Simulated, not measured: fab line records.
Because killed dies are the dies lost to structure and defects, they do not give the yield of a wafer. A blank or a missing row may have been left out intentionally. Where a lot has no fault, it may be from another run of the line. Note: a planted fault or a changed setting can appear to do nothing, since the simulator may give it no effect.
A lot that was struck, set against a sound lot :: flow n5_finfet :: 38 out of 1938 route steps
Sound: these wafers, L458.1, L458.3, L458.4. Struck: wafer L464.2. (L464.3, L464.4 of the same lot were not struck and are left out.) The cause comes at the end.
Each step with rows lists, per side, the tool, then ch with its chambers, then its first start. Under that, the readings that differ: sound wafers :: struck wafers :: difference of the means :: sigmas: that difference in standard deviations of wafers without a fault.
alike: same words and numbers on both sides, and readings whose means sit less than 2 such deviations apart. not compared: any withheld reading, any reading some wafer has no value for, any bound like >300 that may hide the same value, and any number with overlapping values for which the record gives no deviation.
Wherever a step has rows on one side only, a row that says differs or no value, or a row with sigmas, the two part there. Numbers that have no deviation but don't overlap get no sigmas and don't part them. A reading missing from all wafers of one side parts the sides only when that side holds two or more wafers.

first, 9 steps without rows for these wafers: N5_BEOL_M4_ANNEAL_95 (time 240 s); N5_BEOL_M4_SPUTTER_96 (material Cu, target thk 4.5 nm, time 8.29 s); N5_BEOL_M4_ECD_50 (material Cu, target thk 300 nm); N5_BEOL_M4_ANNEAL_51 (time 90 s); N5_BEOL_M4_CMP_52 (polishes, stops on SiOC, t overpolish 6.8 s, target thk 40 nm); N5_BEOL_M4_PRE_CLEAN_60 (time 15 s); N5_BEOL_M4_CO_CAP_55 (material Co, precursor CCTBA/H2, target thk 2 nm, time 102.1 s); N5_BEOL_M4_PRE_CLEAN_56 (time 15 s); N5_BEOL_M4_DEP_57 (deposits SiCN from 3MS/NH3, target thk 8 nm, time 14 s).
N5_BEOL_M4_RC_MEAS_101:
  sound on prober-01 ch 0, day 10 00:34; struck on prober-01 ch 0, day 12 08:35
  alike: DIBL_N, DIBL_P, IOFF_N, IOFF_P, ION_N, ION_P, SS_N, SS_P, VT_N, VT_P
then, 24 steps without rows for these wafers: N5_BEOL_M5_ILD_DEP_00 (deposits SiCOH lowk from DEMS/porogen, target thk 140.64 nm, time 25.9 s); N5_BEOL_M5_CURE_79 (cures SiCOH lowk, time 240 s); N5_BEOL_M5_PECVD_70 (deposits SiO2 from TEOS/O2, target thk 16 nm, time 18 s); N5_BEOL_M5_HM_DEP_02 (deposits TiN, target thk 20 nm); N5_BEOL_M5_COAT_59 (time 60 s, resist thk 60 nm); N5_BEOL_M5_COAT_60 (time 60 s, resist thk 12 nm); N5_BEOL_M5_COAT_71 (time 60 s, resist thk 5 nm); N5_BEOL_M5_COAT_05 (resist thk 30 nm); N5_BEOL_M5_EBR_07; N5_BEOL_M5_SOFTBAKE_06 (time 60 s); N5_BEOL_M5_EXPOSE_08 (exposes mask M5, target cd 28 nm); N5_BEOL_M5_PEB_09 (peb time 60 s); N5_BEOL_M5_DEVELOP_10 (develop time 30 s); N5_BEOL_M5_DESCUM_16 (chemistry O2, time 7 s); N5_BEOL_M5_ETCH_72 (etches underlayer in N2/H2, target depth 6.5 nm, time 5.2 s); N5_BEOL_M5_ETCH_61 (etches SiARC in CF4, target depth 15.6 nm, time 26 s); N5_BEOL_M5_ETCH_62 (etches SOC in N2/H2, target depth 75 nm, overetch 15 nm, time 112.5 s); N5_BEOL_M5_STRIP_63 (strips in N2/H2); N5_BEOL_M5_STRIP_73 (strips in N2/H2); N5_BEOL_M5_STRIP_64 (strips in CF4); N5_BEOL_M5_HM_OPEN_17 (chemistry Cl2/BCl3, target TiN, target depth 20 nm, overetch 6 nm); N5_BEOL_M5_STRIP_19 (strips in O2); N5_BEOL_M5_COAT_65 (time 60 s, resist thk 60 nm); N5_BEOL_M5_COAT_66 (time 60 s, resist thk 12 nm).
-- a jump in the record: the struck wafers' starts before and after are 2 days apart (it breaks off in module BEOL_M5 and resumes in module BEOL_M11, where the first step shown is number 1536 of the route) --
N5_BEOL_M11_ILD_DEP_00: deposits SiCOH lowk from DEMS/porogen, target thk 308.51 nm, time 58 s.
  sound on pecvd-04 ch 1,2, day 12 10:26; struck on pecvd-04 ch 1, day 14 16:40
reading: run_length_s (s)
sound: 100.3 100.3 100.6
struck: 69.4
difference: -31.0
sigmas: -54

reading: model.SiCOH_lowk_of_BEOL_M11_ILD_DEP_00.thk_nm (nm)
sound: 305.8 308.2 312.4
struck: 146.4
difference: -162.4
sigmas: 
  alike: chamber_pressure_Torr, heater_power_outer_w, heater_power_w, showerhead_plenum_p_Torr, throttle_valve_pct
N5_BEOL_M11_THK_MEAS_01:
  sound: film_metro-02 at day 12 11:30; struck: film_metro-02 at day 14 17:15
reading: M11_ILD_THK (nm)
sound: 266 268 271
struck: 126
difference: -142
sigmas: -40
N5_BEOL_M11_CMP_52: polishes, stops on SiCOH lowk, t overpolish 7 s, target thk 140 nm.
  sound on cmp-03 ch 0,1,3, day 12 18:10; struck on cmp-01 ch 0, day 15 00:59
reading: model.SiCOH_lowk_of_BEOL_M11_ILD_DEP_00.thk_nm (nm)
sound: 262.6 264.8 268.4
struck: 123
difference: -142
sigmas: 
  alike: motor_current_A, pad_life_wafers, platen_rpm
N5_PASSIVATION_PROBE_49:
  record: rows for the struck wafers here (prober-02, day 16 10:08), none for the sound ones

## WHERE THEY PART
At N5_BEOL_M11_ILD_DEP_00 first; at N5_PASSIVATION_PROBE_49 last (within this record only).

WHY: the cause the simulator had injected
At N5_BEOL_M11_ILD_DEP_00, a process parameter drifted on pecvd-04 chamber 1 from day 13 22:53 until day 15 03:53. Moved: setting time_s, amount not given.
